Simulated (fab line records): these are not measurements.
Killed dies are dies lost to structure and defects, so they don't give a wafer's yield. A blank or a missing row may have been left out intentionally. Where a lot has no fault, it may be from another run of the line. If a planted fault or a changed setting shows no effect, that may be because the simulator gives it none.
fab line records ; flow nand-harc ; part 1 of 2: steps 1 to 27 of 37
[record] lots = 5; wafers = 15; last-day = 23
route steps=1159 shown A_BLC@983 A_M0@994
lots with no fault: from the same line, run without faults
start-h: hours from the record's opening day to when the first of the lot's shown wafers began ; wait-h: hours from the lot's prior step to this one ; " unchanged from the row above ; L1.1+2: a row that stands for several wafers ; - no value, or no start was given ; * or withheld: withheld ; < > ~ a bound
route shown NAME@n: a module of which the file shows steps, and the number in the route of the first ; usual: mean/standard deviation of fault-free wafers ; same: alike in all rows ; chamber/n: place in a boat ; sites: each site's reading ; _std_site: how widely they spread, as a standard deviation ; _edge_site: mean of outer sites minus mean of inner sites ; radius-mm: for every site, how far away it sits from the centre of the wafer ; mask NAME#n: copy n ; behind: the tool/chamber that last shaped the wafer ; hold: why the lot went on hold/how many hours it stayed there/how the hold came to an end ; device: whichever transistor did not switch (one of n, p or np) ; end of line: the tests these same wafers got at the end of their route ; a step with no rows: only its recipe ; killed: dies that structure and defects cost at the first sort, which is not the same as the wafer's yield ; map: a wafer's dies, marking killed ones x, the rest . and places with no die _
set.NAME: the setting that was run; set.NAME@STEP: the one run at that earlier step ; model.NAME: the simulator's own value behind a step, which no gauge read
a table for each step, a row for each wafer; lots at some steps of the route
services: the hour from which a tool's chamber was out of use, counted from the record's first day as start-h (under 0 if before that day), plus the number of hours and why
[[steps]]
[step NHARC_A_BLC_STRIP_21]
[recipe] o2-flow-sccm = 500; ar-flow-sccm = 0; bias-w = 0; chemistry = O2
[usual] drypump-motor-current-A = 5.60/0.24; mfc-ar-sccm = 0.005/0.0095; oes-product-au = 1.000/0.0098; rf-vpp-V = 57.5/0.82; showerhead-plenum-p-Torr = 3.45/0.13; throttle-valve-pct = 17.037/0.0091
[same] bias-w = 0
lot.wafer;tool;chamber;start-h;wait-h;drypump-motor-current-A;mfc-ar-sccm;oes-product-au;rf-hours-counter-h;rf-vpp-V;showerhead-plenum-p-Torr;throttle-valve-pct
L076.2;rie-diel-09;0;406.53;0.1;5.40;0.013;0.993;13;59.4;3.57;17.037
L076.1;rie-diel-09;1;406.53;0.1;5.73;0;1.004;13;57.4;3.76;17.048
L076.6;rie-diel-09;3;406.53;0.1;5.57;0;1.015;-;57.8;3.36;17.050
L077.1;rie-diel-09;2;407.12;0.1;5.81;0;0.990;13;56.8;3.31;17.034
L077.6;rie-diel-09;0;407.12;0.1;5.36;0.013;0.991;-;56.9;3.57;17.045
L077.5;rie-diel-09;1;407.12;0.1;5.75;0;1.009;-;57.9;3.76;17.031
L078.3;rie-diel-11;0;431.94;0.1;5.38;0.000;1.001;7;57.4;3.35;17.039
L078.1;rie-diel-11;1;431.94;0.1;5.48;0;1.004;7;56.6;3.50;17.044
L078.6;rie-diel-11;1;431.94;0.1;5.49;0;0.998;-;58.6;3.51;17.037
L082.1;rie-diel-11;1;448.55;0.1;5.49;0;1.000;9;56.6;3.50;17.057
L082.4;rie-diel-11;3;448.55;0.1;5.91;0.004;1.005;8;57.3;3.43;17.030
L082.5;rie-diel-11;0;448.55;0.1;5.38;0.000;1.015;-;58.1;3.35;17.028
L089.1;rie-diel-11;1;495.19;0.1;5.52;0;1.004;14;57.1;3.50;17.035
L089.3;rie-diel-11;0;495.19;0.1;5.36;0.000;0.998;14;58.5;3.35;17.045
L089.6;rie-diel-11;3;495.19;0.1;5.92;0.004;1.007;-;58.0;3.43;17.043
[step NHARC_A_BLC_STRIP_22]
[recipe] time-s = 600; temp-c = 30; chemistry = post-etch-residue-remover
lot.wafer;tool;chamber;start-h;wait-h
L076.6+2+1;wet-bench-07;3,7,0;406.68;-
L077.5+6+1;wet-bench-03;2,4,6;407.25;-
L078.1+6+3;wet-bench-06;7,1,2;432.11;-
L082.1+5+4;wet-bench-06;5,6,0;448.70;-
L089.1+6+3;wet-bench-07;3,6,0;495.36;-
[step NHARC_A_BLC_DEGAS_30]
[recipe] temp-c = 300; time-s = 60
[usual] heater-power-w = 473/49
lot.wafer;tool;chamber;start-h;wait-h;heater-power-w
L076.2;pvd-sputter-01;-;406.96;-;504
L076.1;pvd-sputter-01;-;406.96;-;451
L076.6;pvd-sputter-01;-;406.96;-;496
L077.1;pvd-sputter-03;-;407.54;-;383
L077.5;pvd-sputter-03;-;407.54;-;465
L077.6;pvd-sputter-03;-;407.54;-;474
L078.3;pvd-sputter-03;-;432.39;-;477
L078.1;pvd-sputter-03;-;432.39;-;496
L078.6;pvd-sputter-03;-;432.39;-;470
L082.4;pvd-sputter-03;-;448.96;-;515
L082.1;pvd-sputter-03;-;448.96;-;485
L082.5;pvd-sputter-03;-;448.96;-;513
L089.1;pvd-sputter-01;-;495.67;-;564
L089.3;pvd-sputter-01;-;495.67;-;440
L089.6;pvd-sputter-01;-;495.67;-;559
[step NHARC_A_BLC_PRE_CLEAN_31]
[recipe] time-s = 15; bias-v = 250; gas = Ar
lot.wafer;tool;chamber;start-h;wait-h
L076.2+1+6;pvd-sputter-01;-;-;-
L077.1+6+5;pvd-sputter-03;-;-;-
L078.1+3+6;pvd-sputter-03;-;-;-
L082.4+1+5;pvd-sputter-03;-;-;-
L089.1+3+6;pvd-sputter-01;-;-;-
[step NHARC_A_BLC_PVD_32]
[recipe] target-thk-a = 50; chamber-pressure-pa = 5; power-w = 5000; substrate-temp-c = 200; time-s = 17.7; material = Ti
[usual] chamber-pressure-pa = 4.999/0.0095; throttle-valve-pct = 30.0/0.87
lot.wafer;tool;chamber;start-h;wait-h;chamber-pressure-pa;throttle-valve-pct
L076.2;pvd-sputter-01;-;-;-;4.997;30.1
L076.1;pvd-sputter-01;-;-;-;5.002;29.3
L076.6;pvd-sputter-01;-;-;-;4.988;31.0
L077.1;pvd-sputter-03;-;-;-;4.993;29.0
L077.5;pvd-sputter-03;-;-;-;5.007;30.1
L077.6;pvd-sputter-03;-;-;-;4.989;32.2
L078.1;pvd-sputter-03;-;-;-;4.993;28.8
L078.3;pvd-sputter-03;-;-;-;5.008;29.4
L078.6;pvd-sputter-03;-;-;-;4.991;31.9
L082.1;pvd-sputter-03;-;-;-;5.007;29.0
L082.4;pvd-sputter-03;-;-;-;4.991;29.7
L082.5;pvd-sputter-03;-;-;-;4.993;31.4
L089.3;pvd-sputter-01;-;-;-;5.008;30.8
L089.1;pvd-sputter-01;-;-;-;5.000;30.0
L089.6;pvd-sputter-01;-;-;-;5.001;29.1
[step NHARC_A_BLC_ALD_23]
[recipe] target-thk-a = 30; pulse-time-s = 1; ald-cycles = 150; temp-c = 450; material = TiN
[usual] heater-power-w = 1106/130; precursor-pulse-height-rel = 0.997/0.02
lot.wafer;tool;chamber;start-h;wait-h;heater-power-w;precursor-pulse-height-rel
L076.2;ald-metal-01;1;407.19;-;1161;0.969
L076.1;ald-metal-01;0;407.19;-;988;1.010
L076.6;ald-metal-01;1;407.19;-;1153;1.004
L077.1;ald-metal-03;1;407.82;-;1244;1.027
L077.6;ald-metal-03;2;407.82;-;1161;1.035
L077.5;ald-metal-03;3;407.82;-;1034;1.036
L078.3;ald-metal-03;3;432.63;-;1094;1.011
L078.1;ald-metal-03;1;432.63;-;1246;0.990
L078.6;ald-metal-03;3;432.63;-;1094;0.992
L082.4;ald-metal-04;0;449.21;-;1029;0.988
L082.1;ald-metal-04;3;449.21;-;1139;0.987
L082.5;ald-metal-04;0;449.21;-;1053;0.998
L089.3;ald-metal-01;2;495.93;-;854;1.015
L089.1;ald-metal-01;1;495.93;-;1150;0.984
L089.6;ald-metal-01;2;495.93;-;848;0.992
[step NHARC_A_BLC_CVD_24]
[recipe] target-thk-a = 1500; temp-c = 300; pressure-torr = 40; wf6-flow-sccm = 40; h2-flow-sccm = 1600; ar-flow-sccm = 1560; time-s = 434; material = W
[usual] heater-power-w = 445/65; mfc-ar-sccm = 1561/4.7; throttle-valve-pct = 7.82/0.29
lot.wafer;tool;chamber;start-h;wait-h;heater-power-w;mfc-ar-sccm;throttle-valve-pct
L076.2;cvd-w-01;0;-;-;373;1563;7.67
L076.1;cvd-w-01;1;-;-;402;1570;8.01
L076.6;cvd-w-01;1;-;-;416;1567;7.74
L077.1;cvd-w-01;1;-;-;408;1554;7.97
L077.5;cvd-w-01;1;-;-;398;1560;8.01
L077.6;cvd-w-01;0;-;-;382;1559;7.66
L078.1;cvd-w-01;1;-;-;398;1566;7.82
L078.3;cvd-w-01;1;-;-;398;1567;7.92
L078.6;cvd-w-01;0;-;-;386;1555;7.89
L082.1;cvd-w-01;1;-;-;403;1567;7.58
L082.4;cvd-w-01;0;-;-;374;1564;7.78
L082.5;cvd-w-01;1;-;-;417;1567;7.70
L089.1;cvd-w-02;0;-;-;501;1564;7.40
L089.3;cvd-w-02;1;-;-;547;1565;8.27
L089.6;cvd-w-02;1;-;-;552;1557;8.32
[step NHARC_A_BLC_CMP_25]
[recipe] t-overpolish-s = 30; target-thk-nm = 150
[usual] edge-zone-pressure-frac = 1.000/0.0048; motor-current-A = 12.4/1.2; overpolish-run-s = 30.001/0.009; retaining-ring-pressure-frac = 1.000/0.0049; time-to-endpoint-s = 30.3/2.6
lot.wafer;tool;chamber;start-h;wait-h;edge-zone-pressure-frac;motor-current-A;overpolish-run-s;retaining-ring-pressure-frac;time-to-endpoint-s
L076.1;cmp-03;3;407.94;0.4;0.999;11.1;29.987;0.993;34.3
L076.2;cmp-03;2;407.94;0.4;0.997;11.5;29.988;0.999;33.1
L076.6;cmp-03;3;407.94;0.4;0.992;10.9;30.000;1.003;31.7
L077.1;cmp-02;0;408.57;0.5;1.002;13.9;30.003;0.997;25.7
L077.5;cmp-02;1;408.57;0.5;0.997;12.7;29.989;0.997;28.2
L077.6;cmp-02;2;408.57;0.5;1.000;10.8;29.999;1.001;28.2
L078.3;cmp-04;3;437.58;0.3;1.000;14.4;30.011;1.000;33.0
L078.1;cmp-04;0;437.58;0.3;0.999;11.7;30.001;0.994;31.9
L078.6;cmp-04;2;437.58;0.3;1.009;13.4;29.997;0.993;31.8
L082.4;cmp-04;3;449.98;0.3;0.990;14.4;30.008;1.002;26.5
L082.1;cmp-04;1;449.98;0.3;1.001;13.3;29.992;0.993;28.2
L082.5;cmp-04;2;449.98;0.3;1.011;13.4;29.996;1.002;29.1
L089.1;cmp-02;3;502.77;0.5;0.994;12.1;30.005;0.998;32.3
L089.3;cmp-02;0;502.77;0.5;1.005;13.6;30.005;0.999;26.1
L089.6;cmp-02;0;502.77;0.5;0.999;13.7;30.002;0.999;25.0
[step NHARC_A_BLC_SRD_27]
lot.wafer;tool;chamber;start-h;wait-h
L076.2+6+1;wet-bench-03;2,6,7;408.26;0.0
L077.5+1+6;wet-bench-07;5,0,1;408.82;0.0
L078.1+3+6;wet-bench-06;1,4,5;437.88;0.0
L082.4+5+1;wet-bench-03;4,5,7;450.28;0.0
L089.3+6+1;wet-bench-07;3,4,5;503.11;0.1
[step NHARC_A_BLC_INSPECT_28]
[usual] raw-defect-count = 451/150
lot.wafer;tool;chamber;start-h;wait-h;raw-defect-count
L076.1;defect-inspect-02;-;408.34;0.1;738
L076.2;defect-inspect-02;-;408.34;0.1;610
L076.6;defect-inspect-02;-;408.34;0.1;334
L077.1;defect-inspect-02;-;408.90;0.1;498
L077.5;defect-inspect-02;-;408.90;0.1;569
L077.6;defect-inspect-02;-;408.90;0.1;617
L078.1;defect-inspect-02;-;437.96;0.1;565
L078.3;defect-inspect-02;-;437.96;0.1;419
L078.6;defect-inspect-02;-;437.96;0.1;517
L082.1;defect-inspect-01;-;450.36;0.1;321
L082.4;defect-inspect-01;-;450.36;0.1;281
L082.5;defect-inspect-01;-;450.36;0.1;353
L089.1;defect-inspect-02;-;503.17;0.1;313
L089.3;defect-inspect-02;-;503.17;0.1;430
L089.6;defect-inspect-02;-;503.17;0.1;595
[step NHARC_A_M0_DEP_00]
[recipe] target-thk-a = 1500; target-thk-nm = 150; temp-c = withheld; pressure-torr = 5; flow-sccm = 200; rf-w = 600; material = SiOC
lot.wafer;tool;chamber;start-h;wait-h
L076.2+1+6;pecvd-04;1,0,1;408.50;0.2
L077.1+5+6;pecvd-04;0,1,0;409.06;0.2
L078.3+1+6;pecvd-04;1,2,2;438.07;0.1
L082.1+5+4;pecvd-04;1,0,1;450.51;0.2
L089.3+1+6;pecvd-01;1,2,0;503.34;0.2
[step NHARC_A_M0_DEHYDRATE_01]
[recipe] temp-c = 150; time-s = 120
lot.wafer;tool;chamber;start-h;wait-h
L076.1+2+6;litho-track-04;0;408.91;-
L077.1+5+6;litho-track-06;0;409.37;-
L078.1+3+6;litho-track-01;0;438.43;-
L082.1+4+5;litho-track-04;0;450.82;-
L089.1+3+6;litho-track-04;0;503.70;-
[step NHARC_A_M0_HMDS_02]
[recipe] time-s = 30
lot.wafer;tool;chamber;start-h;wait-h
L076.1+2+6;litho-track-04;0;-;-
L077.1+5+6;litho-track-06;0;-;-
L078.1+3+6;litho-track-01;0;-;-
L082.1+4+5;litho-track-04;0;-;-
L089.1+3+6;litho-track-04;0;-;-
[step NHARC_A_M0_COAT_33]
[recipe] temp-c = 200; time-s = 65
lot.wafer;tool;chamber;start-h;wait-h
L076.1+2+6;litho-track-04;0;-;-
L077.1+5+6;litho-track-06;0;-;-
L078.1+3+6;litho-track-01;0;-;-
L082.1+4+5;litho-track-04;0;-;-
L089.1+3+6;litho-track-04;0;-;-
[step NHARC_A_M0_COAT_03]
[recipe] spin-rpm = 1500; resist-thk-nm = 90
lot.wafer;tool;chamber;start-h;wait-h
L076.1+2+6;litho-track-04;0;-;-
L077.1+5+6;litho-track-06;0;-;-
L078.1+3+6;litho-track-01;0;-;-
L082.1+4+5;litho-track-04;0;-;-
L089.1+3+6;litho-track-04;0;-;-
[step NHARC_A_M0_SOFTBAKE_04]
[recipe] temp-c = 105; time-s = 55
lot.wafer;tool;chamber;start-h;wait-h
L076.1+2+6;litho-track-04;0;-;-
L077.1+5+6;litho-track-06;0;-;-
L078.1+3+6;litho-track-01;0;-;-
L082.1+4+5;litho-track-04;0;-;-
L089.1+3+6;litho-track-04;0;-;-
[step NHARC_A_M0_EBR_05]
lot.wafer;tool;chamber;start-h;wait-h
L076.1+2+6;litho-track-04;0;-;-
L077.1+5+6;litho-track-06;0;-;-
L078.1+3+6;litho-track-01;0;-;-
L082.1+4+5;litho-track-04;0;-;-
L089.1+3+6;litho-track-04;0;-;-
[step NHARC_A_M0_EXPOSE_06]
[recipe] na = 1.35; target-cd-nm = 80; dose-mj = 83.25; mask-id = A_M0
lot.wafer;tool;chamber;start-h;wait-h;mask
L076.1+2+6;arfi-scanner-01;0;409.19;-;A_M0#0
L077.1+5+6;arfi-scanner-01;0;409.54;-;A_M0#0
L078.1+3+6;arfi-scanner-01;0;438.71;-;A_M0#0
L082.1+4+5;arfi-scanner-01;0;450.99;-;A_M0#0
L089.1+3+6;arfi-scanner-01;0;503.99;-;A_M0#0
[step NHARC_A_M0_PEB_07]
[recipe] peb-temp-c = 100; peb-time-s = 65
lot.wafer;tool;chamber;start-h;wait-h
L076.1+2+6;litho-track-04;0;409.26;0.1
L077.1+5+6;litho-track-01;0;409.60;0.1
L078.1+3+6;litho-track-04;0;438.78;0.1
L082.1+4+5;litho-track-01;0;451.05;0.1
L089.1+3+6;litho-track-04;0;504.06;0.1
[step NHARC_A_M0_DEVELOP_08]
[recipe] develop-time-s = 35; dev-temp-c = 23
lot.wafer;tool;chamber;start-h;wait-h
L076.1+2+6;litho-track-04;0;-;-
L077.1+5+6;litho-track-01;0;-;-
L078.1+3+6;litho-track-04;0;-;-
L082.1+4+5;litho-track-01;0;-;-
L089.1+3+6;litho-track-04;0;-;-
[step NHARC_A_M0_CD_MEAS_09]
[recipe] target-cd-nm = 80; landing-energy-ev = 500
[usual] cd-nm = 80.3/0.92
lot.wafer;tool;chamber;start-h;wait-h;cd-nm
L076.1;cd-sem-02;0;409.33;-;80.9
L076.2;cd-sem-02;0;409.33;-;80.8
L076.6;cd-sem-02;0;409.33;-;80.5
L077.1;cd-sem-03;0;409.68;-;81.0
L077.5;cd-sem-03;0;409.68;-;80.9
L077.6;cd-sem-03;0;409.68;-;81.1
L078.1;cd-sem-03;0;438.85;-;80.9
L078.3;cd-sem-03;0;438.85;-;81.1
L078.6;cd-sem-03;0;438.85;-;80.4
L082.1;cd-sem-03;0;451.13;-;80.5
L082.4;cd-sem-03;0;451.13;-;80.3
L082.5;cd-sem-03;0;451.13;-;81.2
L089.1;cd-sem-03;0;504.13;-;79.3
L089.3;cd-sem-03;0;504.13;-;80.2
L089.6;cd-sem-03;0;504.13;-;79.9
[step NHARC_A_M0_OVL_MEAS_10]
[recipe] pitch-nm = 160
[usual] overlay-x-nm = -0.1/0.77; overlay-y-nm = 0.1/0.9
lot.wafer;tool;chamber;start-h;wait-h;overlay-x-nm;overlay-y-nm
L076.1;overlay-01;-;409.42;-;1.0;-0.7
L076.2;overlay-01;-;409.42;-;0.5;0.1
L076.6;overlay-01;-;409.42;-;1.2;-0.2
L077.1;overlay-01;-;409.76;-;-1.0;0.5
L077.5;overlay-01;-;409.76;-;-0.6;0.5
L077.6;overlay-01;-;409.76;-;-0.7;-0.1
L078.1;overlay-01;-;438.94;-;0.0;0.1
L078.3;overlay-01;-;438.94;-;0.0;0.0
L078.6;overlay-01;-;438.94;-;-0.4;0.7
L082.1;overlay-02;-;451.22;-;0.8;0.0
L082.4;overlay-02;-;451.22;-;1.0;-0.1
L082.5;overlay-02;-;451.22;-;0.8;0.2
L089.1;overlay-01;-;504.22;-;0.8;-1.3
L089.3;overlay-01;-;504.22;-;0.4;-1.2
L089.6;overlay-01;-;504.22;-;0.3;-1.7
[step NHARC_A_M0_INSPECT_11]
[usual] raw-defect-count = 32/15
lot.wafer;tool;chamber;start-h;wait-h;raw-defect-count
L076.1;defect-inspect-02;-;409.46;0.0;15
L076.2;defect-inspect-02;-;409.46;0.0;11
L076.6;defect-inspect-02;-;409.46;0.0;16
L077.1;defect-inspect-02;-;409.80;0.0;34
L077.5;defect-inspect-02;-;409.80;0.0;42
L077.6;defect-inspect-02;-;409.80;0.0;43
L078.1;defect-inspect-02;-;438.98;0.0;37
L078.3;defect-inspect-02;-;438.98;0.0;45
L078.6;defect-inspect-02;-;438.98;0.0;48
L082.1;defect-inspect-02;-;451.25;0.0;35
L082.4;defect-inspect-02;-;451.25;0.0;47
L082.5;defect-inspect-02;-;451.25;0.0;64
L089.1;defect-inspect-01;-;504.26;0.0;25
L089.3;defect-inspect-01;-;504.26;0.0;20
L089.6;defect-inspect-01;-;504.26;0.0;29
[step NHARC_A_M0_DESCUM_14]
[recipe] time-s = 3; o2-flow-sccm = 200; ar-flow-sccm = 0; bias-power-w = 0; chemistry = O2
[usual] drypump-motor-current-A = 5.8/0.49; mfc-ar-sccm = 0.007/0.012; oes-product-au = 1.000/0.013; rf-vpp-V = 57.7/1; showerhead-plenum-p-Torr = 1.90/0.1; throttle-valve-pct = 11.312/0.0086
lot.wafer;tool;chamber;start-h;wait-h;drypump-motor-current-A;mfc-ar-sccm;oes-product-au;rf-hours-counter-h;rf-vpp-V;showerhead-plenum-p-Torr;throttle-valve-pct
L076.1;rie-diel-12;1;409.54;0.1;5.8;0;1.000;1;56.2;1.78;11.302
L076.2;rie-diel-12;2;409.54;0.1;6.7;0;1.018;1;59.2;2.01;11.309
L076.6;rie-diel-12;0;409.54;0.1;5.6;0.009;1.004;-;58.2;1.83;11.313
L077.1;rie-diel-13;3;409.87;0.1;5.0;0;1.016;10;57.5;1.86;11.309
L077.6;rie-diel-13;2;409.87;0.1;5.9;0;1.008;-;56.2;1.78;11.320
L077.5;rie-diel-13;3;409.87;0.1;5.0;0;1.018;-;57.0;1.85;11.309
L078.1;rie-diel-06;1;439.05;0.1;5.9;0;0.986;1;59.4;2.06;11.310
L078.3;rie-diel-06;2;439.05;0.1;5.4;0;0.978;2;57.2;1.88;11.315
L078.6;rie-diel-06;1;439.05;0.1;5.8;0;0.989;-;59.1;2.06;11.316
L082.4;rie-diel-13;3;451.32;0.1;5.0;0;1.007;14;57.5;1.85;11.319
L082.1;rie-diel-13;0;451.32;0.1;6.7;0.018;1.006;12;56.9;1.79;11.317
L082.5;rie-diel-13;2;451.32;0.1;5.9;0;1.007;-;57.6;1.78;11.307
L089.3;rie-diel-13;1;504.33;0.1;6.0;0.039;1.019;3;57.3;1.93;11.306
L089.1;rie-diel-13;2;504.33;0.1;5.9;0;1.004;3;57.1;1.78;11.306
L089.6;rie-diel-13;1;504.33;0.1;6.0;0.039;1.025;-;59.7;1.93;11.306
[step NHARC_A_M0_ETCH_34]
[recipe] target-depth-a = 400; overetch-a = 120; time-s = 43.94; ion-energy-ev = 200; n2-flow-sccm = 150; h2-flow-sccm = 150; ar-flow-sccm = 0; rf-w = 400; bias-w = 150; chemistry = N2/H2
[usual] bias-w = 150.0/0.43; drypump-motor-current-A = 5.8/0.53; mfc-ar-sccm = 0.008/0.012; oes-product-au = 1.000/0.012; rf-vpp-V = 430/3.2; showerhead-plenum-p-Torr = 2.03/0.11; throttle-valve-pct = 14.172/0.0085
lot.wafer;tool;chamber;start-h;wait-h;bias-w;drypump-motor-current-A;mfc-ar-sccm;oes-product-au;rf-hours-counter-h;rf-vpp-V;showerhead-plenum-p-Torr;throttle-valve-pct
L076.2;rie-diel-12;3;409.61;0.1;150.1;6.1;0.005;1.003;1;434;2.19;14.191
L076.1;rie-diel-12;1;409.61;0.1;150.0;5.8;0;0.996;1;429;1.89;14.166
L076.6;rie-diel-12;0;409.61;0.1;150.2;5.7;0.009;1.003;-;427;1.94;14.166
L077.1;rie-diel-13;3;409.95;0.1;150.3;5.0;0;1.003;10;429;1.98;14.177
L077.6;rie-diel-13;3;409.95;0.1;150.2;5.0;0;1.013;-;429;1.98;14.162
L077.5;rie-diel-13;0;409.95;0.1;150.4;6.7;0.018;1.005;-;427;1.91;14.184
L078.3;rie-diel-06;3;439.13;0.1;149.9;5.4;0.024;0.976;2;434;2.15;14.176
L078.1;rie-diel-06;1;439.13;0.1;149.5;5.9;0;0.987;1;435;2.20;14.173
L078.6;rie-diel-06;2;439.13;0.1;150.8;5.4;0;0.992;-;430;2.01;14.173
L082.4;rie-diel-13;3;451.40;0.1;150.0;5.0;0;1.004;14;430;1.97;14.164
L082.1;rie-diel-13;1;451.40;0.1;149.6;6.0;0.039;0.996;14;431;2.06;14.165
L082.5;rie-diel-13;3;451.40;0.1;149.6;5.0;0;0.998;-;428;1.97;14.175
L089.3;rie-diel-13;2;504.42;0.1;150.2;5.9;0;1.003;3;425;1.90;14.161
L089.1;rie-diel-13;1;504.42;0.1;149.3;6.0;0.039;1.021;3;432;2.06;14.164
L089.6;rie-diel-13;3;504.42;0.1;150.5;5.0;0;1.005;-;427;1.97;14.149
[step NHARC_A_M0_ETCH_15]
[recipe] target-depth-a = 1500; overetch-a = 150; time-s = 82.5; c4f8-flow-sccm = withheld; ar-flow-sccm = 400; rf-w = 600; bias-w = 300; chemistry = C4F8/Ar
[usual] bias-w = 300.0/0.92; oes-product-au = 0.951/0.024; rf-vpp-V = 441/3.2
lot.wafer;tool;chamber;start-h;wait-h;bias-w;oes-product-au;rf-hours-counter-h;rf-vpp-V
L076.1;rie-diel-12;2;-;-;299.9;0.989;1;442
L076.2;rie-diel-12;0;-;-;299.4;0.969;1;439
L076.6;rie-diel-12;3;-;-;298.7;0.975;-;445
L077.1;rie-diel-13;0;-;-;300.2;0.966;9;437
L077.5;rie-diel-13;0;-;-;300.4;0.972;-;437
L077.6;rie-diel-13;1;-;-;300.9;0.968;-;442
L078.1;rie-diel-06;2;-;-;300.5;0.970;2;439
L078.3;rie-diel-06;0;-;-;300.8;0.962;1;443
L078.6;rie-diel-06;3;-;-;301.0;0.959;-;445
L082.4;rie-diel-13;0;-;-;299.5;0.920;12;437
L082.1;rie-diel-13;2;-;-;300.6;0.934;14;437
L082.5;rie-diel-13;3;-;-;300.0;0.923;-;439
L089.1;rie-diel-13;1;-;-;299.8;0.991;3;441
L089.3;rie-diel-13;2;-;-;301.8;0.978;3;435
L089.6;rie-diel-13;3;-;-;300.8;0.962;-;440
[step NHARC_A_M0_CD_MEAS_16]
[usual] cd-nm = 80.4/1.1
lot.wafer;tool;chamber;start-h;wait-h;cd-nm
L076.1;cd-sem-01;-;409.82;-;80.8
L076.2;cd-sem-01;-;409.82;-;81.8
L076.6;cd-sem-01;-;409.82;-;80.7
L077.1;cd-sem-01;-;410.16;-;81.5
L077.5;cd-sem-01;-;410.16;-;82.2
L077.6;cd-sem-01;-;410.16;-;81.0
L078.1;cd-sem-01;-;439.34;-;80.6
L078.3;cd-sem-01;-;439.34;-;80.8
L078.6;cd-sem-01;-;439.34;-;80.5
L082.1;cd-sem-02;-;451.61;-;79.8
L082.4;cd-sem-02;-;451.61;-;81.4
L082.5;cd-sem-02;-;451.61;-;80.4
L089.1;cd-sem-02;-;504.66;-;79.2
L089.3;cd-sem-02;-;504.66;-;79.4
L089.6;cd-sem-02;-;504.66;-;79.4
